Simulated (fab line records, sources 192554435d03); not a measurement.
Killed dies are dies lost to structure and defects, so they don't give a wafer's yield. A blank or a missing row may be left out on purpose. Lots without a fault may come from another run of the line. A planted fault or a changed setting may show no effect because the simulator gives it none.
Which tool did it? | flow n5_finfet | 9 lots, 27 wafers sampled, at 6 steps of a route of 1938

WHAT THE GAUGES READ, wafer by wafer
N5_SD_EPI_N_CD_MEAS_09: target cd 120 nm.
lot  | measured    | on        | cd_nm (nm)
L798 | day 3 07:07 | cd_sem-01 | 120.1 120.9 119.9
L800 | day 3 15:29 | cd_sem-01 | 119.3 118.8 119.6
L802 | day 4 02:35 | cd_sem-01 | 120.0 120.4 121.4
L808 | day 5 16:26 | cd_sem-02 | 112.1 119.5 119.5
L814 | day 7 00:10 | cd_sem-02 | 120.1 120.3 119.7
L815 | day 7 09:19 | cd_sem-01 | 119.9 120.5 120.2
L817 | day 7 22:15 | cd_sem-02 | 119.3 118.7 119.5
L820 | day 8 13:59 | cd_sem-02 | 120.8 120.5 120.4
L821 | day 8 20:27 | cd_sem-01 | 120.3 121.1 120.6

N5_BEOL_M4_RC_MEAS_101.
lot  | measured     | on        | DIBL_N (mV/V)  | DIBL_P (mV/V)  | IOFF_N (nA/um)    | IOFF_P (nA/um) | ION_N (uA/um) | ION_P (uA/um) | SS_N (mV/dec)  | SS_P (mV/dec)  | VT_N (mV)         | VT_P (mV)
L798 | day 8 02:21  | prober-01 | 37.2 36.6 35.3 | 38.5 37.3 36.4 | 0.169 0.150 0.137 | 0.23 0.21 0.20 | 681 676 661   | 466 467 457   | 71.4 71.6 71.5 | 72.8 72.7 73.0 | 246.2 249.8 251.9 | -249 -251 -252
L800 | day 8 19:53  | prober-01 | 34.6 35.1 35.3 | 34.8 34.9 35.1 | 0.128 0.132 0.137 | 0.16 0.17 0.17 | 665 662 668   | 455 453 455   | 71.2 71.7 71.2 | 72.0 72.3 71.9 | 251.3 251.7 253.9 | -256 -253 -254
L802 | day 9 17:05  | prober-01 | 36.7 36.6 36.4 | 36.7 36.2 36.4 | 0.185 0.163 0.179 | 0.25 0.23 0.25 | 695 679 695   | 475 466 477   | 72.2 71.9 71.0 | 73.9 72.6 72.6 | 247.5 250.2 246.5 | -249 -249 -246
L808 | day 11 11:13 | prober-02 | 37.4 36.9 37.3 | 35.5 35.0 35.6 | 0.168 0.162 0.174 | 0.23 0.21 0.23 | 683 680 682   | 466 466 465   | 70.9 71.2 71.6 | 73.8 73.2 73.8 | 249.0 248.9 250.0 | -249 -247 -247
L814 | day 12 10:00 | prober-02 | 36.0 36.0 36.0 | 35.9 36.1 36.1 | 0.160 0.152 0.159 | 0.20 0.20 0.20 | 683 672 685   | 463 461 463   | 71.2 71.7 71.2 | 73.4 72.8 72.5 | 249.9 249.2 248.5 | -250 -252 -251
L815 | day 13 11:38 | prober-02 | 35.0 35.3 34.5 | 35.0 35.0 33.3 | 0.143 0.149 0.137 | 0.25 0.23 0.21 | 674 677 687   | 464 472 473   | 72.2 71.7 71.4 | 73.6 73.6 73.2 | 251.8 252.1 250.9 | -248 -247 -248
L817 | day 13 12:34 | prober-02 | 35.0 35.4 34.6 | 35.5 36.4 35.6 | 0.126 0.127 0.115 | 0.18 0.19 0.18 | 653 661 658   | 459 460 459   | 70.5 71.3 70.8 | 72.8 73.2 73.1 | 254.0 254.7 254.7 | -251 -251 -252
L820 | day 13 19:12 | prober-01 | 35.7 37.4 36.5 | 36.1 37.9 36.6 | 0.147 0.182 0.170 | 0.25 0.28 0.26 | 673 675 667   | 469 473 464   | 71.2 71.5 71.8 | 73.3 74.0 73.9 | 249.2 246.1 247.4 | -246 -245 -246
L821 | day 14 19:49 | prober-02 | 38.2 34.8 39.5 | 39.2 34.9 40.7 | 0.187 0.119 0.208 | 0.29 0.20 0.34 | 688 665 685   | 471 470 478   | 71.6 70.4 71.7 | 74.1 72.6 74.1 | 249.0 251.8 247.2 | -242 -248 -243

WHICH TOOL RAN EACH LOT (tool, then ch and the chambers of the sampled wafers, then the start)
lot  | N5_DUMMY_GATE_ETCH_42             | N5_SD_EPI_N_EXPOSE_06             | N5_SD_EPI_N_STRIP_38                | N5_SD_EPI_N_VAPOR_ETCH_50
L798 | rie_diel-05 ch 1,2,3, day 3 05:04 | arfi_scanner-02 ch 0, day 3 06:59 | plasma_asher-01 ch 0,1, day 3 08:10 | epi_rpcvd-04 ch 0, day 3 09:08
L800 | rie_diel-04 ch 1,2, day 3 14:15   | arfi_scanner-03 ch 0, day 3 15:22 | plasma_asher-01 ch 0,1, day 3 16:22 | epi_rpcvd-04 ch 0, day 3 17:17
L802 | rie_diel-04 ch 1,2,3, day 4 01:17 | arfi_scanner-01 ch 0, day 4 02:28 | plasma_asher-01 ch 0,1, day 4 03:44 | epi_rpcvd-04 ch 0, day 4 04:27
L808 | rie_diel-04 ch 1,2,3, day 5 15:12 | arfi_scanner-03 ch 0, day 5 16:19 | plasma_asher-02 ch 0,1, day 5 17:25 | epi_rpcvd-04 ch 0, day 5 18:07
L814 | rie_diel-02 ch 0,2,3, day 6 22:53 | arfi_scanner-01 ch 0, day 7 00:02 | plasma_asher-01 ch 0,1, day 7 01:04 | epi_rpcvd-04 ch 0, day 7 01:53
L815 | rie_diel-04 ch 0,2, day 7 08:04   | arfi_scanner-02 ch 0, day 7 09:11 | plasma_asher-02 ch 0,1, day 7 10:11 | epi_rpcvd-04 ch 0, day 7 10:53
L817 | rie_diel-05 ch 0,2, day 7 21:01   | arfi_scanner-01 ch 0, day 7 22:08 | plasma_asher-02 ch 0, day 7 23:07   | epi_rpcvd-02 ch 0, day 7 23:50
L820 | rie_diel-05 ch 0,2,3, day 8 12:46 | arfi_scanner-01 ch 0, day 8 13:52 | plasma_asher-01 ch 1, day 8 15:05   | epi_rpcvd-02 ch 0, day 8 15:47
L821 | rie_diel-05 ch 0,2,3, day 8 17:50 | arfi_scanner-01 ch 0, day 8 20:20 | plasma_asher-01 ch 0,1, day 8 21:19 | epi_rpcvd-01 ch 0, day 8 22:22
- N5_DUMMY_GATE_ETCH_42: etches SiO2 in CHF3/O2, target depth 3.5 nm, time 31 s.
- N5_SD_EPI_N_EXPOSE_06: exposes mask SD N BLK, target cd 120 nm.
- N5_SD_EPI_N_STRIP_38: strips in N2/H2.
- N5_SD_EPI_N_VAPOR_ETCH_50: etches Si in HCl, time 54 s.

WHAT THE TOOLS THEMSELVES READ (means of the sampled wafers that have a number; where no wafer has one, the mark that the record gives instead)
N5_DUMMY_GATE_ETCH_42.
lot  | tool        | bias_w (W) | drypump_motor_current_A (A) | oes_ar_750_au (a.u.) | oes_product_au (a.u.) | rf_vpp_V (V) | showerhead_plenum_p_Torr (Torr) | throttle_valve_pct (%)
L798 | rie_diel-05 | 12.01      | 5.9                         | 0.73                 | 0.73                  | 41.5         | 2.39                            | 18.97
L800 | rie_diel-04 | 11.96      | 5.9                         | 0.79                 | 0.79                  | 43.2         | 2.45                            | 18.79
L802 | rie_diel-04 | 11.98      | 5.9                         | 0.77                 | 0.77                  | 43.1         | 2.37                            | 18.93
L808 | rie_diel-04 | 12.00      | 5.9                         | 0.76                 | 0.76                  | 42.8         | 2.37                            | 18.95
L814 | rie_diel-02 | 11.98      | 5.5                         | 0.75                 | 0.74                  | 42.2         | 2.41                            | 18.91
L815 | rie_diel-04 | 11.96      | 5.7                         | 0.75                 | 0.75                  | 42.7         | 2.47                            | 18.86
L817 | rie_diel-05 | 11.96      | 5.5                         | 0.70                 | 0.70                  | 42.1         | 2.37                            | 18.81
L820 | rie_diel-05 | 12.01      | 5.5                         | 0.70                 | 0.70                  | 42.9         | 2.38                            | 18.99
L821 | rie_diel-05 | 11.96      | 5.5                         | 0.70                 | 0.70                  | 41.1         | 2.38                            | 19.00

N5_SD_EPI_N_STRIP_38.
lot  | tool            | drypump_motor_current_A (A) | heater_power_w (W) | oes_product_au (a.u.) | temp_c (C)
L798 | plasma_asher-01 | 5.49                        | 315                | 0.753                 | 250.02
L800 | plasma_asher-01 | 5.51                        | 310                | 0.755                 | 249.75
L802 | plasma_asher-01 | 5.52                        | 334                | 0.756                 | 250.02
L808 | plasma_asher-02 | 5.31                        | 360                | 0.757                 | 249.93
L814 | plasma_asher-01 | 5.50                        | 334                | 0.769                 | 249.82
L815 | plasma_asher-02 | 5.28                        | 353                | 0.750                 | 249.77
L817 | plasma_asher-02 | 5.28                        | 357                | 0.765                 | 249.71
L820 | plasma_asher-01 | 5.50                        | 298                | 0.757                 | 249.73
L821 | plasma_asher-01 | 5.48                        | 331                | 0.750                 | 249.91

N5_SD_EPI_N_VAPOR_ETCH_50.
lot  | tool         | throttle_valve_pct (%)
L798 | epi_rpcvd-04 | 10.7
L800 | epi_rpcvd-04 | 10.9
L802 | epi_rpcvd-04 | 10.6
L808 | epi_rpcvd-04 | 10.9
L814 | epi_rpcvd-04 | 10.8
L815 | epi_rpcvd-04 | 10.9
L817 | epi_rpcvd-02 | 11.8
L820 | epi_rpcvd-02 | 11.7
L821 | epi_rpcvd-01 | 11.5

THE ANSWER, worked out from the rows above alone
Rule: what is usual is taken from the lots themselves. Put in order of their means at a reading, lots are off if they are a third of the lots or fewer, leave a main group of 4 or more, and stand apart from it by a gap of 3 or more times the standard deviation of the main group's means; of several such gaps the widest counts. A main group whose means are all the same, to the digits that the tables above print for the reading, isn't used. A lot without any number at a reading at which 4 lots or more have one is off too. The other lots that the step has rows for count as sound. The gauges are gone through in route order, then the tools' own readings, and for those a lot's mean is taken as printed above. The first step at which some lot is off is used, and at that step the reading that is off furthest; a lot without a number counts as furthest.
Off: L808, at N5_SD_EPI_N_CD_MEAS_09 (cd_nm). The main group: mean 120.1 nm, standard deviation 0.56.
A tool fits if, at a process step before that reading, it ran every lot that is off, and no sound lot after the first of them. The gauges at N5_SD_EPI_N_CD_MEAS_09 aren't tried: what is off there is off at N5_SD_EPI_N_STRIP_38 too, on other tools, and a gauge's error can't cause that. One fits: arfi_scanner-03 at N5_SD_EPI_N_EXPOSE_06. Its last sound lot is L800 (day 3 15:22), its first lot that is off L808 (day 5 16:19): a fault that began between those two fits.

WHAT THE SIMULATOR HAD PUT IN
Process parameter drift: arfi_scanner-03, from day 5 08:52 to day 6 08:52, at N5_SD_EPI_N_EXPOSE_06. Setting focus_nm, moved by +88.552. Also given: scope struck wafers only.
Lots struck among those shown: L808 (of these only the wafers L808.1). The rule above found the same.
